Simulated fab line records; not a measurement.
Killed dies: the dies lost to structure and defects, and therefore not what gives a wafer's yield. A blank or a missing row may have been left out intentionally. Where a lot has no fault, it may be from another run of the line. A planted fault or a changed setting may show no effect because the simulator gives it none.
Chamber matching ; flow nand harc ; 4 sister chambers for NHARC_A_CHANNEL_FILL_D2_CMP_10 on cmp-02
The step polishes, target thk 150 nm. 8 wafers are shown with their chamber, then 7 later ones without.

EACH WAFER AND ITS CHAMBER
wafer;chamber;motor current A (A);time to endpoint s (s)
L079.5;1;11.9;12.3
L083.2;2;14.2;18.7
L083.6;1;11.8;12.8
L086.2;0;12.2;13.8
L086.4;3;13.0;16.8
L086.6;3;13.2;13.0
L087.2;2;13.3;16.4
L087.3;0;11.4;14.3

WAFERS MISSING THEIR CHAMBER
wafer;motor current A (A);time to endpoint s (s)
L087.5;14.2;15.1
L089.2;13.3;17.6
L089.3;14.1;18.2
L089.4;11.8;16.3
L095.1;13.1;15.2
L095.3;11.9;14.3
L095.5;13.0;13.6

THE CHAMBER EACH PASSED THROUGH
wafer;from the rows above;in truth
L087.5;can't be placed: 2 or 3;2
L089.2;can't be placed: 2 or 3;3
L089.3;2;2
L089.4;can't be placed: 0 or 1 or 3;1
L095.1;can't be placed: 3 or 2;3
L095.3;can't be placed: 0 or 1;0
L095.5;can't be placed: 3 or 1 or 0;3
Correct placement for 1 of the 7. From these rows, 6 cannot be placed; in 6 the true chamber is one of the candidates. Placed wrongly: 0.
How it was worked out, from the rows above alone: a wafer's distance from a chamber is the root of the sum, over the readings, of the square of ((its reading less the chamber's mean) divided by the reading's scatter). If the next closest chamber is less than 2 further off than the closest, the wafer can't be placed; otherwise it belongs to the closest. A chamber's mean is the mean of its shown wafers. The scatter: the root of (the sum of the squares of (reading less its chamber's mean) over the shown wafers, divided by (wafers less chambers)).
